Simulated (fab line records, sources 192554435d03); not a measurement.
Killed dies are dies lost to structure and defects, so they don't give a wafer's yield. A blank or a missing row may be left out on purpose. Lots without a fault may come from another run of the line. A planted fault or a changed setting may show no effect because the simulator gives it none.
fab line records | flow n5_finfet
record lots=7 wafers=21 last_day=18
route steps=1938 shown BEOL_M11@1554 BEOL_M15@1830 PASSIVATION@1936
lots that met no fault: from a run of the same line without faults
start_h: hours from the record's first day to the start of the lot's first wafer shown | wait_h: hours since the lot's step before | " the same as in the row above | L1.1+2: a row that stands for several wafers | - no value, or no start given | * or withheld: withheld | < > ~ a bound
route shown NAME@n: a module of which the file shows steps, and the number in the route of the first | usual: mean/standard deviation of fault-free wafers | same: alike in all rows | chamber/n: place in a boat | sites: the reading at each site | _std_site: their standard deviation | _edge_site: outer sites' mean less inner sites' | radius_mm: how far each site lies from the wafer's centre | mask NAME#n: copy n | behind: the tool/chamber that last shaped the wafer | hold: why the lot was held/for how many hours/how that ended | device: the transistor (n, p or np) that didn't switch | end of line: the same wafers' tests at the end of the route | a step without rows: its recipe alone | killed: dies lost to structure and defects at the first sort, not the wafer's yield | map: a wafer's dies, x killed, . not, _ none there
set.NAME: the setting as run; set.NAME@STEP: as run at that earlier step | model.NAME: the simulator's own value behind a step, which no gauge read
steps of the route over a sample of lots; a table a step, a row a wafer
services: from which hour (start_h, from the record's first day; less than 0 if before it) a tool's chamber was out of use, for how many hours, and why
## steps
# step N5_BEOL_M11_ETCH_62
# recipe chemistry=N2/H2 target=SOC target_depth_a=1100 overetch_a=220 mask_material=SiARC temp_c=40 time_s=165 ion_energy_ev=200 pressure_mtorr=30 source_w=840 bias_w=150 n2_flow_sccm=200 h2_flow_sccm=200
# usual bias_w=149.9/0.48 drypump_motor_current_A=5.5/0.39 oes_product_au=0.67/0.062 rf_vpp_V=524.0/2 showerhead_plenum_p_Torr=2.54/0.063 throttle_valve_pct=17.78/0.23
# columns lot.wafer tool chamber start_h wait_h bias_w drypump_motor_current_A oes_product_au rf_hours_counter_h rf_vpp_V showerhead_plenum_p_Torr throttle_valve_pct
L230.2 rie_diel-05 0 227.70 0.0 150.0 4.9 0.59 233 524.1 2.51 18.10
L230.3 " 3 " " 149.0 5.4 0.64 139 524.9 2.54 17.56
L230.5 " 2 " " 150.0 5.8 0.68 - 523.8 2.56 18.13
L231.4 rie_diel-03 3 253.67 0.0 149.2 5.4 0.62 165 523.0 2.54 18.14
L231.5 " 1 " " 149.6 5.1 0.68 - 525.7 2.56 17.65
L231.6 " 0 " " 150.4 6.2 0.75 - 523.8 2.49 17.50
L236.2 rie_diel-05 2 292.82 0.0 150.0 5.9 0.66 131 523.4 2.55 18.14
L236.4 " 3 " " 150.8 5.4 0.63 - 523.9 2.54 17.57
L236.5 " 2 " " 149.8 5.8 0.66 - 524.1 2.55 18.16
L238.2 rie_diel-03 2 303.26 0.0 150.1 5.8 0.59 218 525.5 2.61 17.62
L238.3 " 3 " " 149.9 5.4 0.62 179 524.2 2.53 18.17
L238.4 " 0 " " 149.9 6.2 0.73 42 521.5 2.48 17.54
L246.2 rie_diel-06 2 337.41 0.0 150.1 5.9 0.62 152 525.8 2.54 17.94
L246.5 " 1 " " 150.5 5.7 0.73 - 528.4 2.69 17.69
L246.6 " 3 " " 149.8 5.1 0.74 - 524.1 2.47 17.70
L248.1 rie_diel-06 0 366.88 0.0 150.5 5.4 0.80 4 521.3 2.50 17.73
L248.2 " 1 " " 150.0 5.7 0.71 61 529.6 2.68 17.71
L248.3 " 3 " " 149.8 5.2 0.73 56 522.1 2.46 17.74
L251.1 rie_diel-03 3 382.65 0.0 149.6 5.5 0.61 204 522.9 2.52 18.20
L251.3 " 1 " " 150.3 5.1 0.65 140 523.6 2.54 17.73
L251.6 " 2 " " 149.3 5.8 0.57 - 525.2 2.59 17.65
# step N5_BEOL_M11_TRENCH_ETCH_37
# recipe chemistry=C4F6/O2 target_depth_a=1488.3 target=SiCOH_lowk time_s=48 ion_energy_ev=250 pressure_mtorr=30 source_w=345 bias_w=185 Ar_flow_sccm=300 C4F6_flow_sccm=10 O2_flow_sccm=10
# usual C4F6_flow_sccm=10.00/0.031 O2_flow_sccm=10.00/0.031 bias_w=185.0/0.54 drypump_motor_current_A=5.5/0.38 oes_product_au=0.79/0.079 rf_vpp_V=665/6.6 run_length_s=71.43/0.3 showerhead_plenum_p_Torr=2.85/0.075 throttle_valve_pct=20.96/0.21
# columns lot.wafer tool chamber start_h wait_h C4F6_flow_sccm O2_flow_sccm bias_w drypump_motor_current_A oes_product_au rf_hours_counter_h rf_vpp_V run_length_s showerhead_plenum_p_Torr throttle_valve_pct
L230.2 rie_diel-05 3 229.07 - 9.99 10.02 184.8 5.4 0.75 140 680 71.37 2.86 20.74
L230.3 " 2 " " 10.03 10.00 185.8 5.9 0.81 114 661 71.38 2.86 21.28
L230.5 " 2 " " 9.98 10.01 185.2 5.8 0.81 - 661 71.45 2.86 21.27
L231.4 rie_diel-05 3 255.93 - 10.00 10.00 185.2 5.4 0.75 145 681 71.42 2.86 20.75
L231.5 " 2 " " 9.97 9.96 186.4 5.9 0.80 - 664 71.45 2.86 21.28
L231.6 " 3 " " 9.94 10.00 184.9 5.4 0.75 - 682 71.30 2.86 20.76
L236.2 rie_diel-05 3 297.26 - 9.98 10.03 - 5.4 0.74 157 681 67.92 2.85 20.78
L236.4 " 2 " " 10.01 9.96 184.5 5.8 0.79 - 663 71.54 2.85 21.31
L236.5 " 3 " " 10.01 10.00 - 5.4 0.74 - 681 67.86 2.85 20.79
L238.2 rie_diel-05 0 305.69 - 10.03 9.97 185.2 4.9 0.68 246 656 71.48 2.81 21.26
L238.3 " 2 " " 10.04 9.98 184.3 5.8 0.79 136 663 71.77 2.85 21.28
L238.4 " 3 " " 9.96 10.00 - 5.4 0.74 160 681 67.83 2.85 20.79
L246.2 rie_diel-06 2 340.79 - 10.05 10.02 184.2 5.7 0.73 153 665 71.17 2.85 21.10
L246.5 " 2 " " 9.98 10.00 184.8 5.8 0.74 - 664 71.22 2.85 21.07
L246.6 " 1 " " 10.00 9.99 185.6 5.7 0.85 - 669 71.45 3.01 20.85
L248.1 rie_diel-03 1 369.39 - 10.01 10.02 185.9 5.2 0.77 137 670 71.73 2.86 20.84
L248.2 " 0 " " 10.04 9.99 185.0 6.2 0.83 63 661 71.13 2.78 20.72
L248.3 " 3 " " 9.93 10.05 185.6 5.4 0.71 200 657 71.31 2.83 21.28
L251.1 rie_diel-06 0 384.31 - 10.03 10.02 184.6 5.4 0.95 10 658 71.33 2.81 20.89
L251.3 " 3 " " 10.02 10.06 183.6 5.2 0.86 61 659 70.81 2.77 20.94
L251.6 " 2 " " 10.03 10.03 185.5 5.8 0.72 - 664 71.35 2.84 21.11
# step N5_BEOL_M11_OCD_MEAS_38
# usual trench_depth_nm=149.0/2.3
# columns lot.wafer tool chamber start_h wait_h trench_depth_nm
L230.2 ocd-02 - 229.25 - 148.4
L230.3 " - " " 150.2
L230.5 " - " " 151.3
L231.4 ocd-02 - 256.11 - 146.6
L231.5 " - " " 150.6
L231.6 " - " " 146.3
L236.2 ocd-02 - 297.45 - 136.0
L236.4 " - " " 150.4
L236.5 " - " " 134.8
L238.2 ocd-01 - 305.87 - 147.4
L238.3 " - " " 150.9
L238.4 " - " " 136.0
L246.2 ocd-02 - 340.98 - 150.5
L246.5 " - " " 149.7
L246.6 " - " " 148.7
L248.1 ocd-02 - 369.57 - 148.2
L248.2 " - " " 150.2
L248.3 " - " " 148.9
L251.1 ocd-01 - 384.49 - 151.6
L251.3 " - " " 151.6
L251.6 " - " " 148.6
# step N5_BEOL_M11_CURE_72
# recipe temp_c=370 time_s=120 ambient=DMADMS/He material=SiCOH_lowk
# usual lamp_power_pct=52.32/0.05 wafer_temp_C_max=371.7/0.7
# columns lot.wafer tool chamber start_h wait_h lamp_power_pct wafer_temp_C_max
L230.2 uv_cure-01 2 229.59 0.1 52.28 371.7
L230.3 " 2 " " 52.36 371.1
L230.5 " 2 " " 52.26 371.5
L231.4 uv_cure-02 2 256.46 0.2 52.34 371.4
L231.5 " 2 " " 52.50 371.6
L231.6 " 2 " " 52.27 371.7
L236.2 uv_cure-02 0 298.01 0.3 52.38 371.2
L236.4 " 0 " " 52.30 371.1
L236.5 " 0 " " 52.35 371.2
L238.2 uv_cure-02 2 306.21 0.2 52.29 371.0
L238.3 " 2 " " 52.34 371.9
L238.4 " 2 " " 52.41 371.2
L246.2 uv_cure-01 0 341.28 0.1 52.29 371.3
L246.5 " 0 " " 52.25 371.0
L246.6 " 0 " " 52.30 371.4
L248.1 uv_cure-01 1 369.77 0.0 52.27 372.3
L248.2 " 1 " " 52.28 373.0
L248.3 " 1 " " 52.29 373.6
L251.1 uv_cure-03 2 384.69 0.0 52.33 371.5
L251.3 " 2 " " 52.29 370.6
L251.6 " 2 " " 52.29 371.5
# step N5_BEOL_M11_DEGAS_44
# recipe ambient=vacuum temp_c=250 time_s=60
# usual heater_power_w=324/37
# columns lot.wafer tool chamber start_h wait_h heater_power_w
L230.2 pvd_sputter-02 - 229.86 0.2 340
L230.3 " - " " 341
L230.5 " - " " 345
L231.4 pvd_sputter-02 - 257.02 0.5 327
L231.5 " - " " 240
L231.6 " - " " 329
L236.2 pvd_sputter-01 - 298.32 0.3 337
L236.4 " - " " 333
L236.5 " - " " 326
L238.2 pvd_sputter-03 - 306.88 0.6 365
L238.3 " - " " 312
L238.4 " - " " 329
L246.2 pvd_sputter-03 - 341.88 0.5 322
L246.5 " - " " 328
L246.6 " - " " 347
L248.1 pvd_sputter-03 - 370.48 0.7 356
L248.2 " - " " 309
L248.3 " - " " 323
L251.1 pvd_sputter-02 - 385.31 0.5 342
L251.3 " - " " 346
L251.6 " - " " 330
# step N5_BEOL_M11_THK_MEAS_53
# recipe thk_meas_gauge=xrf reads=Cu_of_BEOL_M11_ECD_50
# usual M11_THK=142.1/2.8
# columns lot.wafer tool chamber start_h wait_h M11_THK[nm]
L230.2 film_metro-02 - 232.99 - 141.6
L230.3 " - " " 144.6
L230.5 " - " " 143.7
L231.4 film_metro-01 - 258.55 - 140.1
L231.5 " - " " 145.0
L231.6 " - " " 140.4
L236.2 film_metro-01 - 300.70 - 128.1
L236.4 " - " " 143.8
L236.5 " - " " 127.4
L238.2 film_metro-01 - 308.30 - 141.0
L238.3 " - " " 144.0
L238.4 " - " " 130.0
L246.2 film_metro-01 - 343.62 - 144.6
L246.5 " - " " 146.1
L246.6 " - " " 142.4
L248.1 film_metro-01 - 372.00 - 143.0
L248.2 " - " " 143.0
L248.3 " - " " 141.7
L251.1 film_metro-02 - 388.32 - 143.9
L251.3 " - " " 142.1
L251.6 " - " " 140.8
# step N5_BEOL_M11_RS_MEAS_57
# recipe thk_meas_gauge=four-point-probe reads=Cu_of_BEOL_M11_ECD_50+Co_of_BEOL_M11_CVD_75+TaN_of_BEOL_M11_ALD_74
# usual M11_RS=0.1509/0.0029
# columns lot.wafer tool chamber start_h wait_h M11_RS[ohm/sq]
L230.2 film_metro-02 - 233.11 0.0 0.1506
L230.3 " - " " 0.1468
L230.5 " - " " 0.1471
L231.4 film_metro-02 - 258.67 0.0 0.1539
L231.5 " - " " 0.1486
L231.6 " - " " 0.1538
L236.2 film_metro-01 - 300.83 0.0 0.1702
L236.4 " - " " 0.1492
L236.5 " - " " 0.1716
L238.2 film_metro-01 - 308.42 0.0 0.1531
L238.3 " - " " 0.1491
L238.4 " - " " 0.1675
L246.2 film_metro-02 - 343.75 0.0 0.1512
L246.5 " - " " 0.1500
L246.6 " - " " 0.1534
L248.1 film_metro-02 - 372.13 0.0 0.1506
L248.2 " - " " 0.1498
L248.3 " - " " 0.1515
L251.1 film_metro-01 - 388.45 0.0 0.1490
L251.3 " - " " 0.1510
L251.6 " - " " 0.1527
# step N5_BEOL_M15_RC_MEAS_101
# usual COMB_M10=1.4e-11/3e-12 COMB_M11=1.4e-11/3.4e-12 COMB_M12=6.3e-12/1.4e-12 COMB_M13=4.6e-12/1.1e-12 COMB_M14=3.6e-12/9e-13 COMB_M15=2.4e-12/7.9e-13 COMB_M5=3.5e-11/7.3e-12 COMB_M6=2.5e-11/6e-12 COMB_M7=2.4e-11/4.8e-12 COMB_M8=2.5e-11/5.2e-12 COMB_M9=1.4e-11/3e-12 SERP_M10=3.07/0.059 SERP_M11=3.06/0.072 SERP_M11_max_site=3.16/0.081 SERP_M12=0.639/0.014 SERP_M12_max_site=0.652/0.015 SERP_M13=0.309/0.0065 SERP_M14=0.160/0.0032 SERP_M5=38.6/1.5 SERP_M6=13.7/0.44 SERP_M7=13.7/0.45 SERP_M8=13.8/0.52 SERP_M9=3.06/0.074
# columns lot.wafer tool chamber start_h wait_h COMB_M10[S/m] COMB_M11[S/m] COMB_M12[S/m] COMB_M13[S/m] COMB_M14[S/m] COMB_M15[S/m] COMB_M5[S/m] COMB_M6[S/m] COMB_M7[S/m] COMB_M8[S/m] COMB_M9[S/m] SERP_M10[ohm/um] SERP_M11[ohm/um] SERP_M11_max_site[ohm/um] SERP_M12[ohm/um] SERP_M12_max_site[ohm/um] SERP_M13[ohm/um] SERP_M14[ohm/um] SERP_M5[ohm/um] SERP_M6[ohm/um] SERP_M7[ohm/um] SERP_M8[ohm/um] SERP_M9[ohm/um]
L230.2 prober-02 0 260.10 0.2 1.61e-11 1e-11 6.9e-12 4.9e-12 4.6e-12 2.4e-12 3.2e-11 2.2e-11 2e-11 2.6e-11 1.3e-11 3.03 3.05 3.14 0.606 0.614 0.307 0.162 38.6 13.7 13.5 12.9 2.96
L230.3 " 0 " " 1.2e-11 1.5e-11 6.5e-12 6.1e-12 4e-12 3.6e-12 3.1e-11 2.2e-11 1.9e-11 2.6e-11 1.4e-11 3.07 2.95 3.12 0.634 0.659 0.311 0.158 37.5 14.2 14.0 14.3 3.16
L230.5 " 0 " " 1.68e-11 1.3e-11 8.2e-12 7.8e-12 3.7e-12 2e-12 3.5e-11 2.2e-11 2.5e-11 2.5e-11 1.1e-11 3.08 2.94 3.04 0.611 0.622 0.310 0.159 38.5 14.6 14.3 13.4 3.18
L231.4 prober-01 0 284.51 0.5 9.3e-12 1.3e-11 8e-12 4.3e-12 3.5e-12 1.2e-12 4.8e-11 2e-11 2.2e-11 2e-11 1.5e-11 3.12 3.11 3.15 0.633 0.645 0.320 0.156 38.8 13.9 13.4 13.9 2.99
L231.5 " 0 " " 1.29e-11 1.6e-11 7.4e-12 3.7e-12 3e-12 3.5e-12 2.9e-11 2.8e-11 1.8e-11 2e-11 2.2e-11 3.15 3.03 3.23 0.649 0.667 0.312 0.154 38.3 13.2 14.0 12.8 3.14
L231.6 " 0 " " 1.86e-11 1.4e-11 7.2e-12 5e-12 4.7e-12 2.7e-12 3.2e-11 1.9e-11 2.1e-11 2.3e-11 1.4e-11 3.11 3.06 3.25 0.648 0.656 0.316 0.157 40.8 13.6 14.5 13.3 2.95
L236.2 prober-02 0 325.90 0.2 1.18e-11 9e-12 5.7e-12 4.7e-12 4.4e-12 2.7e-12 3.9e-11 2.3e-11 2.9e-11 1.9e-11 1.5e-11 3.06 3.48 3.63 0.631 0.656 0.295 0.159 35.8 13.8 13.6 14.5 3.26
L236.4 " 0 " " 1.33e-11 1.5e-11 6.8e-12 6.5e-12 5.2e-12 3e-12 2.1e-11 1.6e-11 2.9e-11 2.4e-11 1.2e-11 3.03 3.05 3.15 0.623 0.631 0.299 0.164 39.2 14.0 14.3 13.6 3.10
L236.5 " 0 " " 1.28e-11 1.4e-11 7.4e-12 6.8e-12 4.7e-12 3.7e-12 3.4e-11 2.3e-11 3.3e-11 2.6e-11 1.3e-11 3.03 3.50 3.62 0.634 0.641 0.295 0.161 37.7 13.6 12.8 14.2 3.18
L238.2 prober-02 0 327.54 0.2 1.09e-11 1.8e-11 6.5e-12 4.2e-12 4.1e-12 4e-12 3.2e-11 2.4e-11 2.3e-11 2.6e-11 1e-11 3.04 3.07 3.12 0.642 0.648 0.302 0.162 36.5 13.2 13.4 13.8 3.09
L238.3 " 0 " " 1.59e-11 1.9e-11 7e-12 4.6e-12 4.3e-12 3.3e-12 4e-11 2.4e-11 2.7e-11 2.8e-11 1.7e-11 3.02 2.99 3.07 0.660 0.671 0.303 0.160 38.7 13.8 12.7 13.2 3.07
L238.4 " 0 " " 1.16e-11 1.8e-11 7.6e-12 4.2e-12 4.1e-12 3e-12 4.2e-11 2.5e-11 2.2e-11 2.2e-11 1.7e-11 3.11 3.32 3.51 0.634 0.644 0.309 0.159 36.9 13.3 13.6 13.4 3.01
L246.2 prober-01 0 371.21 0.2 1.2e-11 1.2e-11 4.5e-12 3.6e-12 2.9e-12 1.7e-12 3.3e-11 2.4e-11 2.2e-11 2.6e-11 1e-11 3.10 3.02 3.22 0.642 0.657 0.308 0.164 39.4 14.2 13.3 13.8 3.07
L246.5 " 0 " " 1.46e-11 9e-12 5.3e-12 4e-12 1.6e-12 3e-12 4.6e-11 2.8e-11 3.2e-11 3e-11 1.5e-11 3.20 2.98 3.04 0.634 0.642 0.302 0.156 40.1 14.0 14.0 13.6 3.21
L246.6 " 0 " " 8.9e-12 1e-11 4.4e-12 4.5e-12 2.5e-12 2.5e-12 3.3e-11 2e-11 1.8e-11 3e-11 1.3e-11 3.11 3.08 3.20 0.629 0.636 0.309 0.170 39.0 14.4 13.6 13.3 3.08
L248.1 prober-01 0 394.66 0.0 1.1e-11 1.3e-11 4.3e-12 4.4e-12 3.1e-12 2e-12 3.5e-11 1.7e-11 2.4e-11 1.8e-11 1.2e-11 3.04 3.04 3.09 0.635 0.643 0.310 0.160 42.2 14.0 14.1 13.7 3.01
L248.2 " 0 " " 1.66e-11 1.6e-11 7.2e-12 2.8e-12 2.4e-12 1.4e-12 3.6e-11 2.2e-11 2.2e-11 1.9e-11 1.3e-11 3.01 3.02 3.10 0.619 0.629 0.300 0.158 38.7 14.1 13.9 13.6 2.94
L248.3 " 0 " " 1.65e-11 2.3e-11 4.9e-12 3.4e-12 2.6e-12 1.5e-12 3.9e-11 1.8e-11 2.2e-11 2.5e-11 9e-12 3.01 3.18 3.22 0.655 0.669 0.305 0.157 40.6 14.7 14.0 14.0 2.97
L251.1 prober-01 0 411.56 0.0 1.41e-11 1e-11 6.5e-12 4.1e-12 3.7e-12 2.7e-12 4.5e-11 1.9e-11 2.1e-11 2.9e-11 2e-11 3.15 2.99 3.10 0.633 0.642 0.308 0.164 37.0 13.8 13.7 13.5 3.13
L251.3 " 0 " " 1.55e-11 1.1e-11 8.1e-12 3.9e-12 3.1e-12 2e-12 6e-11 2.2e-11 2.4e-11 1.8e-11 2e-11 3.09 3.07 3.11 0.623 0.642 0.320 0.162 36.0 13.5 13.5 13.2 2.98
L251.6 " 0 " " 1.77e-11 1.2e-11 5.3e-12 6e-12 5.3e-12 1.4e-12 3.6e-11 2e-11 2e-11 3e-11 1.6e-11 3.16 3.11 3.28 0.621 0.643 0.322 0.163 37.6 13.7 13.7 13.9 3.04
# sites SERP_M11 radius_mm=0,75,75,75,75,140,140,140,140
L230.2 2.96 3.04 2.99 3.01 3.08 3.14 3.06 3.05 3.07
L231.4 3.08 3.11 3.07 3.07 3.12 3.09 3.11 3.12 3.15
L236.2 3.41 3.42 3.52 3.40 3.50 3.48 3.55 3.38 3.63
L238.2 3.03 3.12 3.09 3.10 3.01 3.08 3.07 3.04 3.04
L246.2 2.97 3.01 2.96 3.04 2.96 3.12 3.02 3.22 3.02
L248.1 3.04 3.00 3.09 3.05 3.08 3.03 3.02 2.97 3.07
L251.1 2.88 2.96 2.96 2.99 2.99 3.10 3.10 2.98 3.10
# step N5_PASSIVATION_PROBE_49
# usual defect_limited_yield=91.2/1.4 killed_at_M0_to_M3=34/10 killed_at_M4_up=13/5.1 killed_at_contacts=12/6.5 killed_at_front_end=41/11 killed_at_other=4/3.3 killed_dies=104/16 killed_on_rim=14/3.9 killed_open=69/13 killed_short=33/7 sort_bin_5_function=5.1/0.91 sort_bin_6_memory=3.3/0.69 sort_n_pass=1076/16 sort_yield_pct=91.2/1.4
# same gross_dies=1180 killed_at_back_side=0 sort_bin_4_leakage[%]=0 sort_bin_8_speed[%]=0
# columns lot.wafer tool chamber start_h wait_h defect_limited_yield[%] killed_at_M0_to_M3 killed_at_M4_up killed_at_contacts killed_at_front_end killed_at_other killed_dies killed_on_rim killed_open killed_short sort_bin_5_function[%] sort_bin_6_memory[%] sort_n_pass sort_yield_pct[%]
L230.2 prober-01 - 274.35 0.1 91.2 45 6 17 35 1 104 11 73 31 5.2 3.6 1076 91.2
L230.3 prober-01 - 274.40 0.1 91.8 28 8 17 41 3 97 9 66 31 4.8 3.0 1083 91.8
L230.5 prober-01 - 274.50 0.2 91.4 37 7 15 40 3 102 12 68 34 4.9 3.4 1078 91.4
L231.4 prober-02 - 298.55 0.2 89.4 37 26 10 49 3 125 15 85 30 5.8 4.0 1055 89.4
L231.5 prober-02 - 298.60 0.2 91.2 29 8 18 48 1 104 13 70 32 5.3 3.1 1076 91.2
L231.6 prober-02 - 298.65 0.3 90.9 23 16 20 47 1 107 15 71 33 5.8 3.1 1073 90.9
L236.2 prober-02 - 343.53 0.8 90.3 29 7 23 55 1 115 17 79 34 5.7 3.9 1065 90.3
L236.4 prober-02 - 343.63 0.9 91.8 18 21 22 36 0 97 12 72 25 5.1 3.1 1083 91.8
L236.5 prober-02 - 343.68 1.0 90.5 37 6 13 56 0 112 12 74 37 5.5 3.7 1068 90.5
L246.2 prober-02 - 385.92 0.1 92.4 33 21 3 28 5 90 13 62 24 3.7 3.7 1090 92.4
L246.5 prober-02 - 386.07 0.2 91.1 27 24 6 41 7 105 9 75 30 5.4 3.1 1075 91.1
L246.6 prober-02 - 386.12 0.3 92.5 21 13 4 48 3 89 10 62 27 4.2 3.1 1091 92.5
L248.1 prober-02 - 410.58 0.0 93.0 23 6 9 39 6 83 14 54 29 3.7 3.3 1097 93.0
L248.2 prober-02 - 410.63 0.1 92.0 28 12 6 47 1 94 8 68 25 5.2 2.5 1086 92.0
L248.3 prober-02 - 410.68 0.1 93.4 38 12 1 26 1 78 12 46 30 4.2 2.4 1102 93.4
# killed by level:class
L230.2 MOL_CONTACT_COAG:geometric_particle:open=13 STI_FIN_REVEAL:geometric_particle:open=10 FIN_SAQP:geometric_particle:open=8 BEOL_M0_SAQP:geometric_particle:short=8 BEOL_M3:geometric_particle:open=8 BEOL_M2:geometric_particle:open=7 BEOL_M0:geometric_particle:open=6 BEOL_M0_SAQP:geometric_particle:open=5
L230.3 STI_FIN_REVEAL:geometric_particle:open=14 MOL_CONTACT_COAG:geometric_particle:open=12 BEOL_M0_SAQP:geometric_particle:open=8 BEOL_M0_SAQP:geometric_particle:short=6 BEOL_M2:geometric_particle:open=6 FIN_SAQP:geometric_particle:short=5 MOL_CONTACT_COAG:geometric_particle:short=5 FIN_SAQP:geometric_particle:open=4
L230.5 BEOL_M0_SAQP:geometric_particle:open=14 MOL_CONTACT_COAG:geometric_particle:open=11 FIN_SAQP:geometric_particle:short=10 STI_FIN_REVEAL:geometric_particle:open=7 DUMMY_GATE:geometric_particle:open=6 BEOL_M1:geometric_particle:open=6 FIN_SAQP:geometric_particle:open=5 BEOL_M0_SAQP:geometric_particle:short=5
L231.4 BEOL_M2:geometric_particle:open=14 BEOL_M4:geometric_particle:open=13 STI_FIN_REVEAL:geometric_particle:open=11 FIN_SAQP:geometric_particle:open=9 MOL_CONTACT_COAG:geometric_particle:open=7 BEOL_M0_SAQP:geometric_particle:short=6 BEOL_M0_SAQP:geometric_particle:open=5 STARTING-WAFER:geometric_particle:open=5
L231.5 STI_FIN_REVEAL:geometric_particle:open=16 MOL_CONTACT_COAG:geometric_particle:open=16 BEOL_M2:geometric_particle:open=10 FIN_SAQP:geometric_particle:short=9 BEOL_M0_SAQP:geometric_particle:open=8 STI_FIN_REVEAL:geometric_particle:short=6 FIN_SAQP:geometric_particle:open=5 BEOL_M2:geometric_particle:short=4
L231.6 STI_FIN_REVEAL:geometric_particle:open=15 MOL_CONTACT_COAG:geometric_particle:open=14 DUMMY_GATE:geometric_particle:open=8 BEOL_M4:geometric_particle:open=8 MOL_CONTACT_COAG:geometric_particle:short=6 BEOL_M0_SAQP:geometric_particle:short=6 FIN_SAQP:geometric_particle:short=5 BEOL_M0_SAQP:geometric_particle:open=4
L236.2 MOL_CONTACT_COAG:geometric_particle:open=20 FIN_SAQP:geometric_particle:open=14 STI_FIN_REVEAL:geometric_particle:open=12 FIN_SAQP:geometric_particle:short=11 DUMMY_GATE:geometric_particle:open=6 BEOL_M2:geometric_particle:open=6 BEOL_M0_SAQP:geometric_particle:short=6 BEOL_M1:geometric_particle:open=6
L236.4 MOL_CONTACT_COAG:geometric_particle:open=18 STI_FIN_REVEAL:geometric_particle:open=11 FIN_SAQP:geometric_particle:open=8 BEOL_M5:geometric_particle:open=6 BEOL_M1:geometric_particle:open=5 FIN_SAQP:geometric_particle:short=4 MOL_CONTACT_COAG:geometric_particle:short=4 BEOL_M0_SAQP:geometric_particle:short=4
L236.5 STI_FIN_REVEAL:geometric_particle:open=16 FIN_SAQP:geometric_particle:open=11 MOL_CONTACT_COAG:geometric_particle:open=9 BEOL_M1:geometric_particle:open=7 BEOL_M0_SAQP:geometric_particle:open=7 BEOL_M0_SAQP:geometric_particle:short=7 ILD0:geometric_particle:short=5 BEOL_M2:geometric_particle:open=5
L246.2 BEOL_M3:geometric_particle:open=10 FIN_SAQP:geometric_particle:short=6 BEOL_M2:geometric_particle:open=6 DUMMY_GATE:geometric_particle:open=5 BEOL_M0_SAQP:geometric_particle:short=5 BEOL_M1:geometric_particle:open=5 BEOL_M4:geometric_particle:open=5 BEOL_M0_SAQP:geometric_particle:open=4
L246.5 BEOL_M4:geometric_particle:open=13 STI_FIN_REVEAL:geometric_particle:open=12 BEOL_M1:geometric_particle:open=8 BEOL_M3:geometric_particle:open=7 FIN_SAQP:geometric_particle:short=5 MOL_CONTACT_COAG:geometric_particle:open=5 BEOL_M2:geometric_particle:open=5 BEOL_M8:geometric_particle:open=5
L246.6 FIN_SAQP:geometric_particle:short=17 FIN_SAQP:geometric_particle:open=13 BEOL_M2:geometric_particle:open=11 STI_FIN_REVEAL:geometric_particle:open=7 BEOL_M4:geometric_particle:open=6 MOL_CONTACT_COAG:geometric_particle:open=4 BEOL_M3:geometric_particle:open=4 STI_FIN_REVEAL:geometric_particle:short=2
L248.1 STI_FIN_REVEAL:geometric_particle:open=19 MOL_CONTACT_COAG:geometric_particle:open=9 FIN_SAQP:geometric_particle:open=6 BEOL_M0_SAQP:geometric_particle:short=5 BEOL_M3:geometric_particle:short=5 BEOL_M0_SAQP:geometric_particle:open=4 MIM_TOP:geometric_particle:short=4 STI_FIN_REVEAL:geometric_particle:short=3
L248.2 STI_FIN_REVEAL:geometric_particle:open=14 FIN_SAQP:geometric_particle:open=10 BEOL_M0_SAQP:geometric_particle:open=9 BEOL_M0_SAQP:geometric_particle:short=8 BEOL_M4:geometric_particle:open=8 MOL_CONTACT_COAG:geometric_particle:open=6 BEOL_M1:geometric_particle:open=6 ILD0:geometric_particle:open=5
L248.3 BEOL_M0_SAQP:geometric_particle:short=17 STI_FIN_REVEAL:geometric_particle:open=15 BEOL_M0_SAQP:geometric_particle:open=10 BEOL_M1:geometric_particle:open=6 BEOL_M4:geometric_particle:open=5 BEOL_M4:geometric_particle:short=5 STI_FIN_REVEAL:geometric_particle:short=2 ILD0:geometric_particle:short=2
## services
# columns tool chamber start_h hours kind
rie_diel-03 0 209.33 4.7 repair
uv_cure-02 - 216.12 0.3 repair
rie_diel-06 0 235.18 4.9 repair
uv_cure-03 - 262.03 1.3 repair
rie_diel-03 0 268.47 1.5 repair
rie_diel-05 0 280.12 21.8 repair
uv_cure-02 - 293.64 2.8 pm
rie_diel-05 0 314.89 - clean
rie_diel-05 0 314.89 - consumable_replace:focus_ring
rie_diel-05 0 314.89 23.4 scheduled_down
rie_diel-05 0 314.89 23.4 vent_cycle
uv_cure-03 - 324.96 13.2 repair
rie_diel-06 2 329.05 5.4 repair
rie_diel-06 0 337.33 - clean
rie_diel-06 0 337.33 - consumable_replace:focus_ring
rie_diel-06 0 337.33 17.5 scheduled_down
rie_diel-06 0 337.33 17.5 vent_cycle
uv_cure-03 - 346.23 7.5 pm
uv_cure-02 - 353.23 1.0 pm
rie_diel-05 2 354.62 15.6 repair
## key
first_sign step=N5_BEOL_M11_TRENCH_ETCH_37 reading=run_length_s direction=down sigmas=12 usual=* struck=*
effect step=N5_BEOL_M11_OCD_MEAS_38 reading=trench_depth_nm direction=down sigmas=5.9 usual=149.0 struck=135.6
effect step=N5_BEOL_M11_THK_MEAS_53 reading=M11_THK direction=down sigmas=4.9 usual=142.1 struck=128.5
effect step=N5_BEOL_M11_RS_MEAS_57 reading=M11_RS direction=up sigmas=6.5 usual=0.1509 struck=0.1698
effect step=N5_BEOL_M15_RC_MEAS_101 reading=SERP_M11 direction=up sigmas=5.1 usual=3.06 struck=3.43
met_at N5_BEOL_M11_TRENCH_ETCH_37
struck_lots L236,L238
struck_wafers L236.2,L236.5,L238.4
not_acting_at N5_BEOL_M11_ETCH_62,N5_BEOL_M11_CURE_72,N5_BEOL_M11_DEGAS_44
onset_between 255.93 297.26
fault kind=process_parameter_drift tool=rie_diel-05 chamber=3 onset_h=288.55 steps=N5_BEOL_M11_TRENCH_ETCH_37 channel=time_s offset=* shape=step end_h=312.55 acts_in=* stated=*
